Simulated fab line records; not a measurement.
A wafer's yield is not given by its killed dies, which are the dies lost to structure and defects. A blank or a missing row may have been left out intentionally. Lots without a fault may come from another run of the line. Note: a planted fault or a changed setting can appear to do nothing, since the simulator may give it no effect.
Chamber matching / flow n5Finfet / N5_BEOL_M9_CURE_72 on uvCure-01: 3 sister chambers
The step cures SiCOH lowk, time 120 s. 6 wafers are shown with their chamber, then 10 later ones without.

== WAFERS PAIRED WITH THEIR CHAMBERS ==
wafer=L079.4; chamber=0; wafer_temp_C_max=371.8; lampPowerPct (%)=52.31
wafer=L079.5; chamber=0; wafer_temp_C_max=371.3; lampPowerPct (%)=52.25
wafer=L089.5; chamber=2; wafer_temp_C_max=373.4; lampPowerPct (%)=52.35
wafer=L089.6; chamber=2; wafer_temp_C_max=371.2; lampPowerPct (%)=52.35
wafer=L088.1; chamber=1; wafer_temp_C_max=372.5; lampPowerPct (%)=52.28
wafer=L088.3; chamber=1; wafer_temp_C_max=371.9; lampPowerPct (%)=52.30

== WAFERS WITH NO CHAMBER GIVEN ==
wafer=L088.6; wafer_temp_C_max=373.9; lampPowerPct (%)=52.24
wafer=L092.2; wafer_temp_C_max=371.3; lampPowerPct (%)=52.29
wafer=L092.3; wafer_temp_C_max=371.9; lampPowerPct (%)=52.45
wafer=L092.5; wafer_temp_C_max=371.4; lampPowerPct (%)=52.23
wafer=L095.3; wafer_temp_C_max=373.3; lampPowerPct (%)=52.24
wafer=L095.4; wafer_temp_C_max=371.9; lampPowerPct (%)=52.32
wafer=L095.5; wafer_temp_C_max=372.0; lampPowerPct (%)=52.38
wafer=L096.3; wafer_temp_C_max=372.1; lampPowerPct (%)=52.36
wafer=L096.5; wafer_temp_C_max=373.0; lampPowerPct (%)=52.34
wafer=L096.6; wafer_temp_C_max=372.8; lampPowerPct (%)=52.27

== WHICH CHAMBER EACH ONE RAN IN ==
wafer=L088.6; from the rows above=can't be placed: 1 or 0 or 2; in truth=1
wafer=L092.2; from the rows above=can't be placed: 0 or 1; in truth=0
wafer=L092.3; from the rows above=2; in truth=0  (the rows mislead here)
wafer=L092.5; from the rows above=can't be placed: 0 or 1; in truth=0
wafer=L095.3; from the rows above=can't be placed: 1 or 0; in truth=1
wafer=L095.4; from the rows above=can't be placed: 1 or 2 or 0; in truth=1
wafer=L095.5; from the rows above=2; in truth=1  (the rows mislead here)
wafer=L096.3; from the rows above=2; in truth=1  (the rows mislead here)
wafer=L096.5; from the rows above=can't be placed: 2 or 1 or 0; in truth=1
wafer=L096.6; from the rows above=can't be placed: 1 or 0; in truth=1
0 of 10 placed correctly. Not placeable from these rows: 7 (in 7, the candidates include the true chamber). Number placed wrongly: 3.
How it was worked out, from the rows above alone: a wafer's distance from a chamber is the root of the sum, over the readings, of the square of ((its reading less the chamber's mean) divided by the reading's scatter). If the next closest chamber is less than 2 further off than the closest, the wafer can't be placed; otherwise it belongs to the closest. The mean given for a chamber averages the wafers shown for that chamber. How the scatter is found: for the shown wafers, subtract from each reading the mean of its chamber, square and add these, divide the total by (wafers less chambers), then take the root.
